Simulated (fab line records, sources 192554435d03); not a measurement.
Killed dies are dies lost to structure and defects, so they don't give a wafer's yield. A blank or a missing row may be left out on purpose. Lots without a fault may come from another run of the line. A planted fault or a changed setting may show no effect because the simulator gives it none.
Chamber matching | flow n5_finfet | N5_HKMG_FIN_NWFM_ALD_20 on ald_metal-02: 4 sister chambers
The step deposits TiAlC, target thk 2 nm, pulse time 3 s, purge time 2 s. 4 wafers are shown with their chamber, then 10 later ones without.

WAFERS WITH THEIR CHAMBER
wafer  | chamber | heater_power_w (W)
L085.3 | 0       | 475
L087.5 | 1       | 460
L090.2 | 3       | 550
L090.3 | 2       | 501

WAFERS WITHOUT THEIR CHAMBER
wafer  | heater_power_w (W)
L090.4 | 466
L091.1 | 459
L091.3 | 459
L091.6 | 514
L094.1 | 544
L094.2 | 464
L094.3 | 508
L095.2 | 478
L095.3 | 554
L095.6 | 467

WHICH CHAMBER EACH WENT THROUGH
wafer  | from the rows above     | in truth
L090.4 | can't be placed: 1 or 0 | 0
L091.1 | 1                       | 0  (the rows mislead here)
L091.3 | 1                       | 1
L091.6 | 2                       | 2
L094.1 | 3                       | 3
L094.2 | can't be placed: 1 or 0 | 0
L094.3 | 2                       | 2
L095.2 | 0                       | 0
L095.3 | 3                       | 3
L095.6 | can't be placed: 1 or 0 | 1
Placed correctly: 6 of 10. Can't be placed from these rows: 3 (the true chamber is among the candidates in 3). Placed wrongly: 1.
How it was worked out, from the rows above alone: a wafer's distance from a chamber is the root of the sum, over the readings, of the square of ((its reading less the chamber's mean) divided by the reading's scatter). The wafer belongs to the nearest chamber; if the next one is less than 2 further off, it can't be placed. A chamber's mean is the mean of its shown wafers. The scatter: with one shown wafer a chamber, the root of the mean of the squares of how far each hidden wafer lies from its nearest shown one.
